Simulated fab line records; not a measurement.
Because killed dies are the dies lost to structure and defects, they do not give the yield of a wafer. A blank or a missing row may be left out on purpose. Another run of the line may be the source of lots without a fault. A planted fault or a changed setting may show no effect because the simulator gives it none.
What tool caused it?	flow n5 finfet	Sampling: 7 lots, 19 wafers, 4 of 1938 route steps

WHAT THE GAUGES READ, wafer by wafer
N5_BEOL_M7_CD_MEAS_18: pitch 80 nm, target cd 40 nm.
lot	measured	on	cd nm (nm)
L411	day 9 03:32	cd sem-03	41.3 41.1
L414	day 10 02:41	cd sem-02	41.9 41.6 41.9
L417	day 11 01:52	cd sem-03	38.7 39.8
L422	day 12 08:18	cd sem-01	- - -
L426	day 13 04:07	cd sem-03	43.2 41.8 40.2
L429	day 14 02:43	cd sem-01	40.7 42.8 41.8
L431	day 14 18:06	cd sem-03	40.7 40.6 40.5

EACH LOT AND THE TOOL THAT RAN IT (in order: tool; ch and the chambers of the sampled wafers; start)
lot	N5_BEOL_M7_HM_DEP_02	N5_BEOL_M7_ETCH_62	N5_BEOL_M7_HM_OPEN_17
L411	pvd sputter-02, day 9 02:37	rie diel-02 ch 1,3, day 9 03:10	rie metal-01 ch 0, day 9 03:21
L414	pvd sputter-01, day 10 01:32	rie diel-03 ch 1,2,3, day 10 02:13	rie metal-02 ch 1, day 10 02:25
L417	pvd sputter-03, day 11 00:25	rie diel-01 ch 1,3, day 11 01:26	rie metal-02 ch 0,1, day 11 01:38
L422	pvd sputter-02, day 12 06:22	rie diel-01 ch 1,2,3, day 12 07:50	rie metal-01 ch 0,1, day 12 08:02
L426	pvd sputter-01, day 13 03:01	rie diel-01 ch 1,2,3, day 13 03:45	rie metal-03 ch 0,1, day 13 03:56
L429	pvd sputter-01, day 14 01:38	rie diel-01 ch 2,3, day 14 02:19	rie metal-03 ch 0,1, day 14 02:29
L431	pvd sputter-01, day 14 17:10	rie diel-02 ch 0,1,2, day 14 17:44	rie metal-02 ch 0, day 14 17:55
- N5_BEOL_M7_HM_DEP_02: deposits TiN, target thk 20 nm.
- N5_BEOL_M7_ETCH_62: etches SOC in N2/H2, target depth 110 nm, overetch 22 nm, time 165 s.
- N5_BEOL_M7_HM_OPEN_17: chemistry Cl2/BCl3, target TiN, target depth 20 nm, overetch 6 nm.

THE ANSWER, worked out from the rows above alone
Rule: the usual values come from the lots themselves. The widest of any qualifying gaps counts: lots, ordered by their means at a reading, are off when they make up no more than a third of the lots, leave a main group of 4 or more, and stand apart from it by 3 or more times the standard deviation of that group's means. The tables above print the reading to a certain number of digits; a main group whose means all agree to those digits is not used. A lot without any number at a reading at which 4 lots or more have one is off too. All remaining lots with rows at the step are treated as sound.
Off: L422, at N5_BEOL_M7_CD_MEAS_18 (cd nm). Without a number there: L422. For the main group the mean is 41.1 nm and the standard deviation 0.91.
A tool fits if, at a process step before that reading, it ran every lot that is off, and no sound lot after the first of them. The gauges at N5_BEOL_M7_CD_MEAS_18 are tried like those tools. 2 tools fit, pvd sputter-02 at N5_BEOL_M7_HM_DEP_02 and rie metal-01 at N5_BEOL_M7_HM_OPEN_17, so this cannot tell which one it is.

WHAT THE SIMULATOR PUT IN
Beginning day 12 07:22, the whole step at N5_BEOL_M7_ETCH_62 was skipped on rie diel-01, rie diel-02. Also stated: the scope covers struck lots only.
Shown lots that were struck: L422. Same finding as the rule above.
